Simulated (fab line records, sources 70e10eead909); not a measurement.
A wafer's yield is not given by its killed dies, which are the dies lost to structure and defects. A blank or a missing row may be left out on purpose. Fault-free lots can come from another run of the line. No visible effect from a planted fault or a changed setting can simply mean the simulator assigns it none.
Which tool was responsible? | flow nand_harc | 72 wafers from 24 lots sampled at 5 of the route's 1302 steps

== WHAT EACH GAUGE READ, for each wafer ==
NHARC_P_GATE_CD_MEAS_91: target cd 2000 nm. Usual: 2000.6 nm for cd_nm, sd 1.7.
lot  | measured     | on        | cd_nm (nm)           | flag
L074 | day 6 01:59  | cd_sem-01 | 1999.4 1999.7 2001.8 |
L075 | day 6 03:28  | cd_sem-03 | 1997.4 1998.2 1999.9 |
L076 | day 6 17:00  | cd_sem-01 | 1998.5 2000.2 2002.1 |
L077 | day 6 22:35  | cd_sem-03 | 1997.0 1997.9 2000.5 |
L078 | day 7 08:49  | cd_sem-02 | 1999.3 1998.8 1997.7 |
L079 | day 7 22:44  | cd_sem-01 | 2000.6 2000.4 1998.1 |
L080 | day 7 23:25  | cd_sem-02 | 1999.6 2001.3 2001.0 |
L081 | day 8 12:09  | cd_sem-03 | 2000.8 2000.3 2004.3 |
L082 | day 9 01:02  | cd_sem-02 | 2001.6 2000.0 1999.8 |
L083 | day 9 12:49  | cd_sem-01 | 2004.8 2002.2 2002.2 |
L084 | day 9 20:14  | cd_sem-03 | 2003.1 2000.9 2002.7 |
L085 | day 10 06:12 | cd_sem-02 | 2000.1 2001.1 1998.2 |
L086 | day 10 14:10 | cd_sem-02 | 2000.1 1997.7 2000.3 |
L087 | day 11 00:29 | cd_sem-03 | 2002.2 2002.4 2000.1 |
L088 | day 11 16:35 | cd_sem-03 | 2002.7 2001.7 2000.8 |
L089 | day 11 20:42 | cd_sem-02 | 2001.2 1998.2 1999.3 |
L090 | day 12 08:55 | cd_sem-02 | 1999.0 2000.6 1999.8 |
L091 | day 12 17:37 | cd_sem-02 | 2000.5 2000.5 2001.0 |
L092 | day 13 06:00 | cd_sem-01 | 1999.1 1999.3 1999.7 |
L093 | day 13 10:38 | cd_sem-03 | 2000.6 2002.6 2000.4 |
L094 | day 14 05:29 | cd_sem-02 | 2003.7 2000.3 2000.3 |
L095 | day 14 05:34 | cd_sem-01 | 2001.6 1999.9 1999.8 |
L096 | day 15 02:43 | cd_sem-02 | 2002.3 2002.3 2001.3 |
L097 | day 15 10:29 | cd_sem-02 | 1997.3 1998.2 1999.0 |

NHARC_P_CONTACT_OVL_MEAS_13. Usual: overlay_x_nm -0.1 nm, standard deviation 0.93; overlay_y_nm 0.2 nm, standard deviation 0.77.
lot  | measured     | on         | overlay_x_nm (nm) | overlay_y_nm (nm) | flag
L074 | day 6 06:46  | overlay-01 | 0.7 0.3 0.2       | 0.9 0.8 1.1       |
L075 | day 6 08:22  | overlay-01 | 0.1 -0.1 -0.2     | 0.0 -0.2 -0.8     |
L076 | day 6 21:49  | overlay-02 | 0.4 0.1 -0.3      | 1.2 0.3 0.9       |
L077 | day 7 03:28  | overlay-02 | -0.4 -0.7 -0.1    | 0.1 -0.1 0.4      |
L078 | day 7 13:52  | overlay-01 | 0.6 1.4 0.8       | 0.2 -0.4 -0.1     |
L079 | day 8 03:23  | overlay-01 | -1.0 -0.5 -0.7    | -1.0 -1.0 -0.5    |
L080 | day 8 04:44  | overlay-01 | -2.5 -2.0 -3.5    | -0.1 0.1 -0.1     |
L081 | day 8 16:55  | overlay-01 | 0.2 -0.1 0.1      | 1.1 0.9 1.1       |
L082 | day 9 05:40  | overlay-02 | 1.7 1.4 1.0       | 1.0 0.8 0.3       |
L083 | day 9 18:13  | overlay-02 | -0.7 -0.2 0.3     | -0.3 -0.4 -0.6    |
L084 | day 10 00:55 | overlay-02 | -0.5 -0.9 -0.6    | 0.2 0.7 0.2       |
L085 | day 10 10:57 | overlay-01 | -1.3 -1.7 -1.0    | -0.1 0.4 0.0      |
L086 | day 10 19:07 | overlay-01 | 0.9 0.8 1.1       | -0.3 0.1 0.1      |
L087 | day 11 05:31 | overlay-02 | -0.9 -1.4 -0.9    | 1.0 0.9 1.3       |
L088 | day 11 21:21 | overlay-02 | 0.7 0.4 0.5       | -0.1 0.1 0.0      |
L089 | day 12 01:20 | overlay-01 | -0.3 -0.2 -0.4    | -0.9 -1.8 -1.4    |
L090 | day 12 13:49 | overlay-01 | -0.1 0.3 0.2      | -0.2 0.0 -0.4     |
L091 | day 12 22:47 | overlay-01 | -0.9 -1.2 -0.5    | -0.6 -1.2 -0.6    |
L092 | day 13 10:53 | overlay-02 | 0.8 1.0 0.9       | 1.1 1.1 1.1       |
L093 | day 13 15:16 | overlay-01 | -0.6 0.2 -0.8     | 1.2 1.2 1.3       |
L094 | day 14 10:07 | overlay-02 | -0.5 -1.0 -1.0    | -1.4 -0.7 -0.5    |
L095 | day 14 10:20 | overlay-02 | -0.5 -0.8 -0.5    | 1.3 1.4 1.7       |
L096 | day 15 07:21 | overlay-02 | 1.7 1.6 1.0       | 1.0 1.4 1.2       |
L097 | day 15 15:19 | overlay-02 | 0.3 0.0 0.3       | 1.0 0.2 0.5       |

NHARC_P_M1_CD_MEAS_16. Usual: 130.4 nm for cd_nm, sd 0.73.
lot  | measured     | on        | cd_nm (nm)        | flag
L074 | day 6 15:25  | cd_sem-01 | 131.3 131.0 130.8 |
L075 | day 6 17:02  | cd_sem-03 | 130.2 131.5 128.8 |
L076 | day 7 06:38  | cd_sem-03 | 130.3 131.4 130.1 |
L077 | day 7 12:02  | cd_sem-03 | 131.1 130.2 130.3 |
L078 | day 7 22:59  | cd_sem-03 | 130.6 130.9 131.0 |
L079 | day 8 12:28  | cd_sem-01 | 129.1 130.0 130.3 |
L080 | day 8 13:14  | cd_sem-03 | 130.6 131.5 131.5 |
L081 | day 9 01:32  | cd_sem-01 | 131.0 131.2 131.3 |
L082 | day 9 14:19  | cd_sem-02 | 130.3 131.1 130.8 |
L083 | day 10 02:53 | cd_sem-03 | 129.3 130.8 130.2 |
L084 | day 10 09:31 | cd_sem-01 | 131.3 129.4 130.7 |
L085 | day 10 19:47 | cd_sem-02 | 131.7 131.5 130.8 |
L086 | day 11 03:37 | cd_sem-03 | 130.5 131.2 130.4 |
L087 | day 11 14:04 | cd_sem-03 | 131.4 131.1 130.7 |
L088 | day 12 06:11 | cd_sem-01 | 130.6 129.1 129.7 |
L089 | day 12 09:56 | cd_sem-02 | 130.8 131.8 130.2 |
L090 | day 12 22:23 | cd_sem-02 | 129.2 129.8 131.3 |
L091 | day 13 08:23 | cd_sem-03 | 129.0 130.0 130.5 |
L092 | day 13 19:46 | cd_sem-03 | 130.7 130.9 130.3 |
L093 | day 13 23:52 | cd_sem-01 | 129.8 131.5 129.2 |
L094 | day 14 18:41 | cd_sem-03 | 129.1 131.2 129.6 |
L095 | day 14 19:35 | cd_sem-01 | 130.3 129.7 130.4 |
L096 | day 15 16:14 | cd_sem-03 | 130.5 129.0 130.1 |
L097 | day 15 23:58 | cd_sem-02 | 129.0 130.7 130.0 |

== EACH LOT AND THE TOOL THAT RAN IT (in order: tool; ch and the chambers of the sampled wafers; start) ==
lot  | NHARC_P_GATE_ETCHBACK_37                      | NHARC_P_GATE_STRIP_101
L074 | rie_diel-12 ch 0,3, day 5 21:40 or earlier    | rie_diel-12 ch 1,2, day 5 21:40
L075 | rie_diel-02 ch 0,1,2, day 5 23:18 or earlier  | rie_diel-02 ch 1,2, day 5 23:18
L076 | rie_diel-04 ch 1,2,3, day 6 12:52 or earlier  | rie_diel-04 ch 0,1,3, day 6 12:52
L077 | rie_diel-04 ch 0,2,3, day 6 18:26 or earlier  | rie_diel-04 ch 0,3, day 6 18:26
L078 | rie_diel-02 ch 1,2, day 7 04:24 or earlier    | rie_diel-02 ch 1,2,3, day 7 04:24
L079 | rie_diel-12 ch 1,2, day 7 18:08 or earlier    | rie_diel-12 ch 0,2,3, day 7 18:08
L080 | rie_diel-04 ch 0,1, day 7 19:09 or earlier    | rie_diel-04 ch 0,1,3, day 7 19:09
L081 | rie_diel-04 ch 0,1,2, day 8 07:53 or earlier  | rie_diel-04 ch 0,2,3, day 8 07:53
L082 | rie_diel-12 ch 1,3, day 8 20:59 or earlier    | rie_diel-12 ch 0,1,3, day 8 20:59
L083 | rie_diel-04 ch 0,3, day 9 08:40 or earlier    | rie_diel-04 ch 0,2,3, day 9 08:40
L084 | rie_diel-12 ch 0,1,2, day 9 15:49 or earlier  | rie_diel-12 ch 1,2,3, day 9 15:49
L085 | rie_diel-04 ch 1,2, day 10 01:49 or earlier   | rie_diel-04 ch 0,1,2, day 10 01:49
L086 | rie_diel-04 ch 0,1, day 10 09:47 or earlier   | rie_diel-04 ch 0,1,2, day 10 09:47
L087 | rie_diel-02 ch 1,3, day 10 20:11 or earlier   | rie_diel-02 ch 0,1,2, day 10 20:11
L088 | rie_diel-12 ch 0,1,2, day 11 12:19 or earlier | rie_diel-12 ch 1,2, day 11 12:19
L089 | rie_diel-02 ch 0,1,2, day 11 15:56 or earlier | rie_diel-02 ch 0,2,3, day 11 15:56
L090 | rie_diel-02 ch 0,2,3, day 12 04:40 or earlier | rie_diel-02 ch 0,1,2, day 12 04:40
L091 | rie_diel-04 ch 0,2,3, day 12 13:21 or earlier | rie_diel-04 ch 1,2,3, day 12 13:21
L092 | rie_diel-02 ch 0,1, day 13 01:53 or earlier   | rie_diel-02 ch 2,3, day 13 01:53
L093 | rie_diel-02 ch 0,1, day 13 06:14 or earlier   | rie_diel-02 ch 0,3, day 13 06:14
L094 | rie_diel-12 ch 1,2,3, day 14 01:06 or earlier | rie_diel-12 ch 0,2,3, day 14 01:06
L095 | rie_diel-04 ch 0,2,3, day 14 01:07 or earlier | rie_diel-04 ch 0,1,2, day 14 01:07
L096 | rie_diel-12 ch 0,2,3, day 14 22:34 or earlier | rie_diel-12 ch 0,1,2, day 14 22:34
L097 | rie_diel-04 ch 0,1,3, day 15 06:13 or earlier | rie_diel-04 ch 1,3, day 15 06:13
- NHARC_P_GATE_ETCHBACK_37: etches the open film in CHF3/O2, target depth 34.5 nm, time 17.2 s.
- NHARC_P_GATE_STRIP_101: strips in O2, time 20 s.

== WHAT THE TOOLS THEMSELVES READ (means of the sampled wafers that have a number; where no wafer has one, the mark that the record gives instead) ==
NHARC_P_GATE_ETCHBACK_37. Usual: drypump_motor_current_A 5.7 A, standard deviation 0.49; oes_product_au 0.95 a.u., standard deviation 0.034; rf_vpp_V 370.3 V, standard deviation 2.1; showerhead_plenum_p_Torr 2.39 Torr, standard deviation 0.087; throttle_valve_pct 20.572 %, standard deviation 0.0093.
lot  | tool        | drypump_motor_current_A (A) | oes_product_au (a.u.) | rf_vpp_V (V) | showerhead_plenum_p_Torr (Torr) | throttle_valve_pct (%) | flag
L074 | rie_diel-12 | 5.2                         | 1.00                  | 368.9        | 2.33                            | 20.578                 |
L075 | rie_diel-02 | 6.1                         | 0.92                  | 371.6        | 2.43                            | 20.561                 |
L076 | rie_diel-04 | 5.4                         | 0.93                  | 371.6        | 2.48                            | 20.567                 |
L077 | rie_diel-04 | 5.7                         | 0.93                  | 369.7        | 2.39                            | 20.570                 |
L078 | rie_diel-02 | 6.3                         | 0.92                  | 370.2        | 2.40                            | 20.575                 |
L079 | rie_diel-12 | 5.7                         | 0.93                  | 369.6        | 2.35                            | 20.570                 |
L080 | rie_diel-04 | 5.7                         | 0.99                  | 368.9        | 2.35                            | 20.575                 |
L081 | rie_diel-04 | 5.8                         | 0.95                  | 372.6        | 2.43                            | 20.573                 |
L082 | rie_diel-12 | 5.4                         | 0.94                  | 367.6        | 2.30                            | 20.573                 |
L083 | rie_diel-04 | 5.3                         | 1.01                  | 370.2        | 2.37                            | 20.581                 |
L084 | rie_diel-12 | 5.5                         | 1.00                  | 369.9        | 2.38                            | 20.572                 |
L085 | rie_diel-04 | 5.5                         | 0.92                  | 372.9        | 2.52                            | 20.571                 |
L086 | rie_diel-04 | 5.7                         | 0.99                  | 369.4        | 2.35                            | 20.570                 |
L087 | rie_diel-02 | 6.0                         | 0.95                  | 369.9        | 2.36                            | 20.579                 |
L088 | rie_diel-12 | 5.5                         | 0.93                  | 369.7        | 2.37                            | 20.577                 |
L089 | rie_diel-02 | 6.2                         | 0.98                  | 370.7        | 2.42                            | 20.574                 |
L090 | rie_diel-02 | 6.1                         | 0.93                  | 370.2        | 2.40                            | 20.573                 |
L091 | rie_diel-04 | 5.7                         | 1.00                  | 370.4        | 2.39                            | 20.565                 |
L092 | rie_diel-02 | 5.9                         | 0.93                  | 370.9        | 2.41                            | 20.574                 |
L093 | rie_diel-02 | 5.9                         | 1.00                  | 371.5        | 2.41                            | 20.575                 |
L094 | rie_diel-12 | 5.5                         | 0.93                  | 368.7        | 2.32                            | 20.582                 |
L095 | rie_diel-04 | 5.7                         | 0.92                  | 369.0        | 2.38                            | 20.557                 |
L096 | rie_diel-12 | 5.3                         | 0.99                  | 369.1        | 2.34                            | 20.565                 |
L097 | rie_diel-04 | 5.3                         | 0.93                  | 370.9        | 2.40                            | 20.571                 |

NHARC_P_GATE_STRIP_101. Usual: drypump_motor_current_A 5.7 A, standard deviation 0.48; oes_product_au 1.001 a.u., standard deviation 0.011; rf_vpp_V 57.8 V, standard deviation 0.95; showerhead_plenum_p_Torr 3.51 Torr, standard deviation 0.12; throttle_valve_pct 17.036 %, standard deviation 0.0086.
lot  | tool        | drypump_motor_current_A (A) | oes_product_au (a.u.) | rf_vpp_V (V) | showerhead_plenum_p_Torr (Torr) | throttle_valve_pct (%) | flag
L074 | rie_diel-12 | 5.6                         | 1.003                 | 57.5         | 3.45                            | 17.040                 |
L075 | rie_diel-02 | 6.5                         | 0.990                 | 57.4         | 3.54                            | 17.034                 |
L076 | rie_diel-04 | 5.3                         | 0.998                 | 59.1         | 3.54                            | 17.027                 |
L077 | rie_diel-04 | 5.2                         | 1.006                 | 57.3         | 3.48                            | 17.039                 |
L078 | rie_diel-02 | 6.2                         | 0.995                 | 57.7         | 3.50                            | 17.037                 |
L079 | rie_diel-12 | 5.3                         | 1.003                 | 57.4         | 3.45                            | 17.035                 |
L080 | rie_diel-04 | 5.3                         | 1.002                 | 57.5         | 3.53                            | 17.037                 |
L081 | rie_diel-04 | 5.7                         | 1.010                 | 58.7         | 3.51                            | 17.035                 |
L082 | rie_diel-12 | 5.4                         | 0.999                 | 56.8         | 3.46                            | 17.030                 |
L083 | rie_diel-04 | 5.7                         | 0.995                 | 58.0         | 3.50                            | 17.027                 |
L084 | rie_diel-12 | 5.5                         | 1.004                 | 57.6         | 3.41                            | 17.040                 |
L085 | rie_diel-04 | 5.8                         | 1.001                 | 58.7         | 3.56                            | 17.036                 |
L086 | rie_diel-04 | 5.8                         | 0.987                 | 57.7         | 3.56                            | 17.030                 |
L087 | rie_diel-02 | 6.1                         | 1.006                 | 57.7         | 3.56                            | 17.040                 |
L088 | rie_diel-12 | 5.6                         | 1.005                 | 57.3         | 3.44                            | 17.038                 |
L089 | rie_diel-02 | 6.1                         | 0.997                 | 58.1         | 3.53                            | 17.036                 |
L090 | rie_diel-02 | 6.1                         | 1.005                 | 57.9         | 3.56                            | 17.038                 |
L091 | rie_diel-04 | 5.4                         | 0.999                 | 58.4         | 3.64                            | 17.040                 |
L092 | rie_diel-02 | 6.4                         | 1.005                 | 56.7         | 3.51                            | 17.039                 |
L093 | rie_diel-02 | 5.8                         | 0.991                 | 57.5         | 3.48                            | 17.042                 |
L094 | rie_diel-12 | 5.4                         | 1.001                 | 58.5         | 3.44                            | 17.037                 |
L095 | rie_diel-04 | 5.8                         | 0.998                 | 57.7         | 3.56                            | 17.038                 |
L096 | rie_diel-12 | 5.5                         | 1.015                 | 57.5         | 3.49                            | 17.039                 |
L097 | rie_diel-04 | 5.0                         | 0.992                 | 58.2         | 3.61                            | 17.042                 |

== THE ANSWER, worked out from the rows above alone ==
Rule: lot off if the mean of its wafers having a number is beyond 3 standard deviations from the usual mean. Also off: a lot with no number at a reading for which 4 or more lots have one. The other lots that the step has rows for count as sound. After the gauges, taken in route order, come the tools' own readings; for these a lot's mean is taken, as printed above. At the first step where some lot is off, the reading lying furthest off is the one used; lots without a number count as furthest.
No lot is off on any of the readings shown, so nothing can be concluded from this.

== WHAT THE SIMULATOR HAD PUT IN ==
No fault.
